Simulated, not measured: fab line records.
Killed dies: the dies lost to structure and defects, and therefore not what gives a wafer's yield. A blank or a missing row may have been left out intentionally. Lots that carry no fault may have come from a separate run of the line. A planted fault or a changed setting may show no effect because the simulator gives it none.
Chamber matching / flow nandHarc / NHARC_A_STAIRCASE_ETCHBACK_422 on rieDiel-07: 4 sister chambers
The step etches the open film in CH3F/O2, target depth 40 nm, time 74.286 s. 8 wafers are shown with their chamber, then 9 later ones without.

== WAFERS PAIRED WITH THEIR CHAMBERS ==
wafer=L080.6; chamber=1; drypumpMotorCurrentA (A)=6.3; showerheadPlenumPTorr (Torr)=2.53
wafer=L085.4; chamber=1; drypumpMotorCurrentA (A)=6.4; showerheadPlenumPTorr (Torr)=2.53
wafer=L087.2; chamber=2; drypumpMotorCurrentA (A)=6.7; showerheadPlenumPTorr (Torr)=2.41
wafer=L087.3; chamber=3; drypumpMotorCurrentA (A)=5.4; showerheadPlenumPTorr (Torr)=2.62
wafer=L087.4; chamber=0; drypumpMotorCurrentA (A)=5.3; showerheadPlenumPTorr (Torr)=2.28
wafer=L088.2; chamber=0; drypumpMotorCurrentA (A)=5.3; showerheadPlenumPTorr (Torr)=2.28
wafer=L088.5; chamber=2; drypumpMotorCurrentA (A)=6.8; showerheadPlenumPTorr (Torr)=2.41
wafer=L088.6; chamber=3; drypumpMotorCurrentA (A)=5.4; showerheadPlenumPTorr (Torr)=2.61

== WAFERS MISSING THEIR CHAMBER ==
wafer=L089.3; drypumpMotorCurrentA (A)=5.4; showerheadPlenumPTorr (Torr)=2.61
wafer=L089.4; drypumpMotorCurrentA (A)=6.4; showerheadPlenumPTorr (Torr)=2.52
wafer=L089.5; drypumpMotorCurrentA (A)=6.4; showerheadPlenumPTorr (Torr)=2.52
wafer=L095.2; drypumpMotorCurrentA (A)=5.3; showerheadPlenumPTorr (Torr)=2.66
wafer=L095.4; drypumpMotorCurrentA (A)=5.4; showerheadPlenumPTorr (Torr)=2.61
wafer=L095.6; drypumpMotorCurrentA (A)=6.3; showerheadPlenumPTorr (Torr)=2.52
wafer=L096.1; drypumpMotorCurrentA (A)=5.4; showerheadPlenumPTorr (Torr)=2.61
wafer=L096.3; drypumpMotorCurrentA (A)=5.3; showerheadPlenumPTorr (Torr)=2.66
wafer=L096.5; drypumpMotorCurrentA (A)=6.4; showerheadPlenumPTorr (Torr)=2.52

== THE CHAMBER EACH PASSED THROUGH ==
wafer=L089.3; from the rows above=3; in truth=3
wafer=L089.4; from the rows above=1; in truth=1
wafer=L089.5; from the rows above=1; in truth=1
wafer=L095.2; from the rows above=3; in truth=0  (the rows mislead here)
wafer=L095.4; from the rows above=3; in truth=3
wafer=L095.6; from the rows above=1; in truth=1
wafer=L096.1; from the rows above=3; in truth=3
wafer=L096.3; from the rows above=3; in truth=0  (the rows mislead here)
wafer=L096.5; from the rows above=1; in truth=1
Placed correctly: 7 of 9. From these rows, 0 cannot be placed. Wrongly placed: 2.
How it was worked out, from the rows above alone: a wafer's distance from a chamber is the root of the sum, over the readings, of the square of ((its reading less the chamber's mean) divided by the reading's scatter). The wafer belongs to the nearest chamber; if the next one is less than 2 further off, it can't be placed. Each chamber's mean is taken over the wafers shown for it. The scatter is the square root of a quotient: the sum, over the shown wafers, of each reading's squared deviation from its chamber's mean, divided by wafers minus chambers.
